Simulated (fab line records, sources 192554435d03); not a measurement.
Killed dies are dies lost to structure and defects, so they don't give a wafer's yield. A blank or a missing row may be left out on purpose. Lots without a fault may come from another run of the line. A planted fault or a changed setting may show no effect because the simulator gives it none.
fab line records | flow n5_finfet
record lots=5 wafers=14 last_day=17
route steps=1938 shown BEOL_M0_SAQP@687 BEOL_M0_CUTY@701 BEOL_M0@715 BEOL_M4@1111 PASSIVATION@1936
lots that met no fault: from a run of the same line without faults
start_h: hours from the record's first day to the start of the lot's first wafer shown | wait_h: hours since the lot's step before | " the same as in the row above | L1.1+2: a row that stands for several wafers | - no value, or no start given | * or withheld: withheld | < > ~ a bound
route shown NAME@n: a module of which the file shows steps, and the number in the route of the first | usual: mean/standard deviation of fault-free wafers | same: alike in all rows | chamber/n: place in a boat | sites: the reading at each site | _std_site: their standard deviation | _edge_site: outer sites' mean less inner sites' | radius_mm: how far each site lies from the wafer's centre | mask NAME#n: copy n | behind: the tool/chamber that last shaped the wafer | hold: why the lot was held/for how many hours/how that ended | device: the transistor (n, p or np) that didn't switch | end of line: the same wafers' tests at the end of the route | a step without rows: its recipe alone | killed: dies lost to structure and defects at the first sort, not the wafer's yield | map: a wafer's dies, x killed, . not, _ none there
set.NAME: the setting as run; set.NAME@STEP: as run at that earlier step | model.NAME: the simulator's own value behind a step, which no gauge read
lots at some steps of the route; a table a step, a row a wafer
services: from which hour (start_h, from the record's first day; less than 0 if before it) a tool's chamber was out of use, for how many hours, and why
## steps
# step N5_BEOL_M0_SAQP_PEB_38
# recipe peb_temp_c=100 peb_time_s=60 resist=CAR-EUV
# step N5_BEOL_M0_SAQP_DEVELOP_39
# recipe develop_time_s=30 developer=TMAH resist=CAR-EUV rinse_liquid=surfactant_rinse dry=air_spin dev_temp_c=23
# step N5_BEOL_M0_SAQP_DESCUM_45
# recipe chemistry=O2 time_s=7 source_power_w=50 bias_power_w=20 pressure_mtorr=20 rf_frequency_hz=2.712e+07 temp_c=40 resist=CAR-EUV o2_flow_sccm=225
# step N5_BEOL_M0_SAQP_ETCH_88
# recipe chemistry=N2/H2 target=underlayer target_depth_a=65 time_s=5.2 ion_energy_ev=200 mask_material=CAR-EUV pressure_mtorr=30 source_w=840 bias_w=150 n2_flow_sccm=200 h2_flow_sccm=200 ends=cleared
# step N5_BEOL_M0_SAQP_ETCH_73
# recipe chemistry=CF4 target=SiARC target_depth_a=195 mask_material=CAR-EUV time_s=32.5 ion_energy_ev=80 pressure_mtorr=40 source_w=545 bias_w=36 Ar_flow_sccm=100 cf4_flow_sccm=100 ends=cleared
# step N5_BEOL_M0_SAQP_CUT_ETCH_46
# recipe chemistry=N2/H2 target=SOC target_depth_a=1350 overetch_a=270 temp_c=40 time_s=202.5 ion_energy_ev=200 mask_material=SiARC pressure_mtorr=30 source_w=840 bias_w=150 n2_flow_sccm=200 h2_flow_sccm=200
# step N5_BEOL_M0_SAQP_STRIP_74
# recipe chemistry=N2/H2 temp_c=40 n2_flow_sccm=200 h2_flow_sccm=200 rf_frequency_hz=6e+07
# step N5_BEOL_M0_SAQP_STRIP_89
# recipe chemistry=N2/H2 temp_c=40 n2_flow_sccm=200 h2_flow_sccm=200 rf_frequency_hz=6e+07
# step N5_BEOL_M0_SAQP_ALD_48
# recipe material=SiO2 target_thk_a=200 temp_c=100 ald_precursor_family=BDEAS ald_co_reactant=O2-plasma pulse_time_s=1 co_reactant_pulse_time_s=1 purge_time_s=2 co_reactant_purge_time_s=2 ald_cycles=139 pressure_torr=2
# step N5_BEOL_M0_SAQP_ETCH_49
# recipe chemistry=CF4/O2 target_depth_a=370 target=SiO2 pressure_mtorr=40 source_w=535 bias_w=49 Ar_flow_sccm=100 cf4_flow_sccm=100 O2_flow_sccm=10 ion_energy_ev=100
# usual O2_flow_sccm=10.00/0.031 drypump_motor_current_A=5.8/0.47 mfc_ar_sccm=99.97/0.3 oes_product_au=0.80/0.087 rf_vpp_V=238/7.5 showerhead_plenum_p_Torr=2.17/0.05 throttle_valve_pct=15.76/0.24
# columns lot.wafer tool chamber start_h wait_h O2_flow_sccm drypump_motor_current_A mfc_ar_sccm oes_product_au rf_hours_counter_h rf_vpp_V showerhead_plenum_p_Torr throttle_valve_pct model.BEOL_M0_SAQP.feature_depth_nm model.etch.depth_nm model.SOC_of_BEOL_M0_SAQP_COAT_69.thk_nm
L307.1 rie_diel-01 2 171.16 0.3 10.03 5.6 100.10 0.88 35 238 2.15 15.60 37.2 37.24 70.6
L307.4 " 1 " " 10.01 5.7 99.72 0.68 230 237 2.09 15.97 36.2 36.21 71
L307.6 " 3 " " 10.01 6.3 99.52 0.75 - 224 2.13 15.78 36 36.06 71
L315.3 rie_diel-01 0 219.42 0.5 9.96 6.0 100.03 0.92 166 249 2.20 15.96 51.2 51.26 63.2
L315.5 " 1 " " 9.97 5.7 99.90 0.66 - 236 2.09 15.98 35.8 35.71 71
L316.4 rie_diel-01 0 223.00 0.3 10.03 6.1 100.15 0.93 167 250 2.20 15.96 51.8 51.82 62.6
L316.5 " 2 " " 10.00 5.6 99.51 0.85 - 239 2.14 15.63 37.6 37.53 69.8
L316.6 " 1 " " 9.99 5.7 99.97 0.66 - 236 2.08 16.00 36 36.01 71
L317.1 rie_diel-01 0 226.65 0.3 9.94 6.0 99.52 0.74 169 247 2.19 15.96 36.8 36.72 70.8
L317.3 " 2 " " 10.01 5.6 100.22 1.09 52 238 2.14 15.65 53.4 53.38 62.2
L317.6 " 1 " " 10.01 5.7 100.14 0.66 - 236 2.08 16.00 36.2 36.13 71
L320.1 rie_diel-05 1 248.28 0.3 9.97 5.4 100.16 0.80 74 239 2.23 15.59 36 36.03 71
L320.3 " 2 " " 9.99 5.7 99.80 0.85 68 244 2.21 15.33 37.2 37.3 70.6
L320.6 " 1 " " 10.00 5.4 99.83 0.79 - 240 2.23 15.60 35.8 35.71 71
# step N5_BEOL_M0_SAQP_STRIP_75
# recipe chemistry=CF4 resist=SiARC power_w=300 bias_power_w=75 pressure_mtorr=50 cf4_flow_sccm=150 rf_frequency_hz=6e+07
# step N5_BEOL_M0_CUTY_COAT_50
# recipe resist=SiARC temp_c=220 time_s=60 spin_rpm=1500 resist_thk_nm=15
# step N5_BEOL_M0_CUTY_COAT_51
# recipe resist=CAR-ArF-block spin_rpm=1500 resist_thk_nm=150
# step N5_BEOL_M0_CUTY_EBR_52
# recipe solvent=PGMEA ebr_width_mm=1.5
# step N5_BEOL_M0_CUTY_SOFTBAKE_53
# recipe temp_c=110 time_s=60 resist=CAR-ArF-block
# step N5_BEOL_M0_CUTY_EXPOSE_54
# recipe mask_id=M0_ABLK na=1.35 source_shape=conventional sigma_outer=0.8 polarization=unpolarized dose_mj=36
# step N5_BEOL_M0_CUTY_PEB_55
# recipe peb_temp_c=110 peb_time_s=60 resist=CAR-ArF-block
# step N5_BEOL_M0_CUTY_DEVELOP_56
# recipe develop_time_s=30 developer=TMAH resist=CAR-ArF-block rinse_liquid=diw dry=air_spin dev_temp_c=23
# step N5_BEOL_M0_CUTY_DESCUM_61
# recipe chemistry=O2 time_s=7.9 source_power_w=50 bias_power_w=20 pressure_mtorr=20 rf_frequency_hz=2.712e+07 temp_c=40 resist=CAR-ArF-block o2_flow_sccm=225
# step N5_BEOL_M0_CUTY_ETCH_62
# recipe chemistry=CF4 target=SiARC mask_material=CAR-ArF-block time_s=58.5 ion_energy_ev=80 pressure_mtorr=40 source_w=545 bias_w=36 Ar_flow_sccm=100 cf4_flow_sccm=100 ends=cleared
# step N5_BEOL_M0_CUTY_ETCH_63
# recipe chemistry=N2/H2 target=SOC target_depth_a=827 overetch_a=165 mask_material=SiARC temp_c=40 ion_energy_ev=200 time_s=124 pressure_mtorr=30 source_w=840 bias_w=150 n2_flow_sccm=200 h2_flow_sccm=200
# usual drypump_motor_current_A=5.6/0.4 h2_flow_sccm=200.0/0.56 oes_product_au=0.64/0.064 rf_vpp_V=523.0/2.2 showerhead_plenum_p_Torr=2.51/0.076 throttle_valve_pct=17.86/0.26
# columns lot.wafer tool chamber start_h wait_h drypump_motor_current_A h2_flow_sccm oes_product_au rf_hours_counter_h rf_vpp_V showerhead_plenum_p_Torr throttle_valve_pct model.etch.depth_nm
L307.1 rie_diel-06 0 171.72 0.0 5.7 200.0 0.55 256 523.7 2.51 18.04 70.53
L307.4 " 0 " " 5.7 199.3 0.55 - 523.3 2.51 18.02 71.05
L307.6 " 1 " " 6.2 200.2 0.74 - 522.5 2.49 17.94 71.06
L315.3 rie_diel-04 1 219.96 0.0 5.1 200.1 0.58 168 520.9 2.45 18.40 63.3
L315.5 " 3 " " 5.5 199.1 0.63 - 520.2 2.41 17.48 71.03
L316.4 rie_diel-02 1 223.66 0.0 5.7 200.0 0.54 214 518.7 2.40 17.61 62.5
L316.5 " 1 " " 5.7 200.6 0.57 - 518.9 2.40 17.62 69.73
L316.6 " 2 " " 4.9 199.9 0.61 - 526.6 2.64 17.86 71.01
L317.1 rie_diel-06 1 227.19 0.0 6.2 200.4 0.71 58 521.4 2.48 18.00 70.75
L317.3 " 0 " " 5.7 198.8 0.71 13 522.6 2.51 17.63 62.11
L317.6 " 3 " " 5.5 200.8 0.69 - 522.6 2.46 17.74 70.97
L320.1 rie_diel-04 2 248.83 0.0 6.0 200.1 0.57 232 522.8 2.49 17.72 70.94
L320.3 " 1 " " 5.1 200.3 0.60 177 521.1 2.44 18.42 70.5
L320.6 " 2 " " 6.0 200.0 0.57 - 522.6 2.49 17.73 70.98
# step N5_BEOL_M0_CUTY_STRIP_64
# recipe chemistry=N2/H2 temp_c=40 n2_flow_sccm=200 h2_flow_sccm=200 rf_frequency_hz=6e+07
# step N5_BEOL_M0_ETCH_138
# recipe chemistry=CH3F/O2 target_depth_a=120 target=SiCN time_s=31.6 ion_energy_ev=120 pressure_mtorr=30 source_w=395 bias_w=75 Ar_flow_sccm=150 CH3F_flow_sccm=30 O2_flow_sccm=20 ends=cleared
# step N5_BEOL_M0_HM_OPEN_105
# recipe chemistry=Cl2/BCl3 target_depth_a=120 target=TiN ion_energy_ev=150 pressure_mtorr=10 icp_w=1000 bias_w=126 Cl2_flow_sccm=53.25 bcl3_flow_sccm=21.75 Ar_flow_sccm=25
# step N5_BEOL_M0_STRIP_140
# recipe chemistry=CF4 resist=SiARC power_w=300 bias_power_w=75 pressure_mtorr=50 cf4_flow_sccm=150 rf_frequency_hz=6e+07
# usual drypump_motor_current_A=5.6/0.36 oes_product_au=0.77/0.079 power_w=300.1/0.85 rf_vpp_V=270.5/1.5 showerhead_plenum_p_Torr=1.76/0.035 throttle_valve_pct=13.63/0.16
# columns lot.wafer tool chamber start_h wait_h drypump_motor_current_A oes_product_au power_w rf_hours_counter_h rf_vpp_V showerhead_plenum_p_Torr throttle_valve_pct model.SiO2_of_BEOL_M0_SAQP_ALD_48.thk_nm
L307.1 rie_diel-04 0 173.48 0.2 6.1 0.71 299.1 212 271.4 1.82 13.60 11.2
L307.4 " 2 " " 6.0 0.70 299.9 207 272.8 1.77 13.62 12
L307.6 " 3 " " 5.5 0.77 299.9 - 270.8 1.73 13.60 12
L315.3 rie_diel-04 1 226.42 0.1 5.1 0.73 300.7 169 269.8 1.71 13.86 5.6
L315.5 " 3 " " 5.5 0.76 301.7 - 269.3 1.73 13.65 12.2
L316.4 rie_diel-06 2 226.46 0.1 5.5 0.74 300.0 194 271.2 1.78 13.88 5.6
L316.5 " 2 " " 5.5 0.73 300.1 - 270.5 1.78 13.87 10.8
L316.6 " 3 " " 5.5 0.82 298.3 - 271.1 1.75 13.51 12
L317.1 rie_diel-04 1 228.62 0.1 5.1 0.73 300.2 170 268.0 1.71 13.88 11.6
L317.3 " 3 " " 5.5 0.75 298.7 139 270.3 1.73 13.63 5.6
L317.6 " 0 " " 6.1 0.71 300.5 - 272.7 1.82 13.62 12
L320.1 rie_diel-02 1 253.22 0.4 5.7 0.69 301.5 226 269.0 1.71 13.60 12
L320.3 " 3 " " 5.2 0.80 299.9 75 269.8 1.76 13.68 11
L320.6 " 2 " " 4.8 0.72 301.4 - 272.6 1.82 13.56 12.2
# step N5_BEOL_M0_STRIP_104
# recipe chemistry=N2/H2 power_w=450 temp_c=40 pressure_mtorr=20 rf_frequency_hz=6e+07 overash_fraction=0.3 bias_power_w=7 h2_frac=0.5 n2_flow_sccm=200 h2_flow_sccm=200
# step N5_BEOL_M4_RC_MEAS_101
# usual DIBL_N=37.3/2.3 DIBL_P=37.4/2.9 IOFF_N=0.18/0.045 IOFF_P=0.25/0.054 ION_N=679/15 ION_P=468/9.7 SS_N=71.8/0.62 SS_P=73.6/0.76 VT_N=248/4.1 VT_P=-248/3.6
# columns lot.wafer tool chamber start_h wait_h DIBL_N[mV/V] DIBL_P[mV/V] IOFF_N[nA/um] IOFF_P[nA/um] ION_N[uA/um] ION_P[uA/um] SS_N[mV/dec] SS_P[mV/dec] VT_N[mV] VT_P[mV]
L307.1 prober-02 0 217.87 0.0 36.9 37.5 0.17 0.22 681 476 71.2 73.7 252 -250
L307.4 " 0 " " 39.8 41.5 0.23 0.31 696 481 72.6 74.1 246 -245
L307.6 " 0 " " 37.7 37.9 0.17 0.23 679 464 71.3 73.6 251 -250
L315.3 prober-01 0 270.98 0.3 37.3 38.6 0.20 0.29 688 472 71.8 74.5 248 -245
L315.5 " 0 " " 37.0 37.9 0.19 0.26 665 460 71.6 74.1 248 -249
L317.1 prober-02 0 274.50 0.0 37.5 36.1 0.14 0.21 661 460 71.6 73.9 252 -252
L317.3 " 0 " " 37.7 35.9 0.15 0.21 648 447 72.1 73.1 256 -251
L317.6 " 0 " " 37.0 35.5 0.14 0.21 665 464 71.4 73.7 252 -252
L316.4 prober-01 0 274.70 0.5 39.5 39.7 0.21 0.24 694 464 72.2 73.9 242 -250
L316.5 " 0 " " 37.1 37.3 0.16 0.20 675 461 72.1 73.2 250 -252
L316.6 " 0 " " 37.6 37.8 0.18 0.22 674 462 71.8 73.6 243 -249
L320.1 prober-01 0 300.52 0.0 35.7 35.9 0.15 0.20 665 462 71.9 72.8 253 -251
L320.3 " 0 " " 38.5 39.3 0.19 0.26 687 470 72.2 74.0 247 -245
L320.6 " 0 " " 37.6 38.3 0.18 0.24 690 468 72.0 74.0 247 -249
# step N5_PASSIVATION_PROBE_49
# usual defect_limited_yield=91.3/1.5 killed_at_M0_to_M3=35/8.7 killed_at_M4_up=14/5.5 killed_at_contacts=11/5.6 killed_at_front_end=39/13 killed_at_other=3.7/2.2 killed_dies=103/18 killed_open=69/14 killed_short=33/7.8 sort_bin_5_function=5.1/0.99 sort_bin_6_memory=3.3/0.67 sort_n_pass=1077/18 sort_yield_pct=91.2/1.5
# same gross_dies=1180 killed_at_back_side=0 sort_bin_4_leakage[%]=0 sort_bin_8_speed[%]=0
# columns lot.wafer tool chamber start_h wait_h defect_limited_yield[%] killed_at_M0_to_M3 killed_at_M4_up killed_at_contacts killed_at_front_end killed_at_other killed_dies killed_open killed_short sort_bin_5_function[%] sort_bin_6_memory[%] sort_n_pass sort_yield_pct[%]
L307.4 prober-01 - 325.78 0.2 91.9 27 16 6 45 2 96 55 41 4.9 3.1 1084 91.9
L317.1 prober-02 - 381.72 0.0 90.7 37 5 15 51 2 110 83 24 5.7 3.4 1070 90.7
L317.3 prober-02 - 381.82 0.1 90.4 37 17 10 44 5 113 68 44 5.0 4.1 1067 90.4
L317.6 prober-02 - 381.97 0.3 88.2 58 21 11 46 3 139 100 34 6.8 4.3 1041 88.2
# killed by level:class
L307.4 BEOL_M4:geometric_particle:open=9 STARTING-WAFER:geometric_particle:short=8 FIN_SAQP:geometric_particle:short=7 STI_FIN_REVEAL:geometric_particle:open=7 BEOL_M3:geometric_particle:open=6 FIN_SAQP:geometric_particle:open=5 MOL_CONTACT_COAG:geometric_particle:open=5 BEOL_M1:geometric_particle:open=5
L317.1 STI_FIN_REVEAL:geometric_particle:open=16 MOL_CONTACT_COAG:geometric_particle:open=14 BEOL_M3:geometric_particle:open=11 BEOL_M2:geometric_particle:open=10 FIN_SAQP:geometric_particle:open=9 ILD0:geometric_particle:open=5 DUMMY_GATE:geometric_particle:open=4 ILD0:geometric_particle:short=4
L317.3 BEOL_M3:geometric_particle:open=12 BEOL_M2:geometric_particle:open=10 ILD0:geometric_particle:short=7 MOL_CONTACT_COAG:geometric_particle:open=7 STI_FIN_REVEAL:geometric_particle:open=6 BEOL_M4:geometric_particle:short=6 DUMMY_GATE:geometric_particle:open=5 DUMMY_GATE:geometric_particle:short=5
L317.6 BEOL_M3:geometric_particle:open=13 BEOL_M1:geometric_particle:open=13 BEOL_M0_SAQP:geometric_particle:open=11 STI_FIN_REVEAL:geometric_particle:open=10 MOL_CONTACT_COAG:geometric_particle:open=10 BEOL_M0_SAQP:geometric_particle:short=9 BEOL_M2:geometric_particle:open=6 ILD0:geometric_particle:short=5
## services
# columns tool chamber start_h hours kind
rie_diel-06 2 148.52 29.0 repair
rie_diel-05 3 157.68 15.8 repair
rie_diel-02 3 166.84 4.9 repair
rie_diel-02 - 177.25 2.8 pm
rie_diel-06 0 177.60 - clean
rie_diel-06 0 177.60 - consumable_replace:focus_ring
rie_diel-06 0 177.60 13.5 scheduled_down
rie_diel-06 0 177.60 13.5 vent_cycle
rie_diel-04 2 179.58 5.0 repair
rie_diel-02 0 197.42 3.8 repair
rie_diel-05 3 215.50 3.4 repair
rie_diel-05 1 223.62 5.1 repair
rie_diel-01 1 235.70 - clean
rie_diel-01 1 235.70 - consumable_replace:focus_ring
rie_diel-01 1 235.70 - consumable_replace:showerhead
rie_diel-01 1 235.70 14.6 scheduled_down
rie_diel-01 1 235.70 14.6 vent_cycle
rie_diel-02 0 240.73 - clean
rie_diel-02 0 240.73 - consumable_replace:focus_ring
rie_diel-02 0 240.73 20.3 scheduled_down
rie_diel-02 0 240.73 20.3 vent_cycle
rie_diel-06 0 247.66 11.7 repair
rie_diel-01 3 248.54 4.6 repair
## key
first_sign step=N5_BEOL_M0_SAQP_ETCH_49 reading=oes_product_au direction=up sigmas=2 usual=0.80 struck=0.98
effect none on later readings
model_effect step=N5_BEOL_M0_SAQP_ETCH_49 value=BEOL_M0_SAQP.feature_depth_nm without=36.6 struck=52.13
model_effect step=N5_BEOL_M0_CUTY_ETCH_63 value=etch.depth_nm without=70.76 struck=62.64
model_effect step=N5_BEOL_M0_STRIP_140 value=SiO2_of_BEOL_M0_SAQP_ALD_48.thk_nm without=11.53 struck=5.6
met_at N5_BEOL_M0_SAQP_ETCH_49
struck_wafers L315.3,L316.4,L317.3
onset_between 171.16 219.42
fault kind=process_parameter_drift tool=rie_diel-01 chamber=- onset_h=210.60 steps=N5_BEOL_M0_SAQP_ETCH_49 channel=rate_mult offset=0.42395 shape=step end_h=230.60 scope=struck_wafers_only
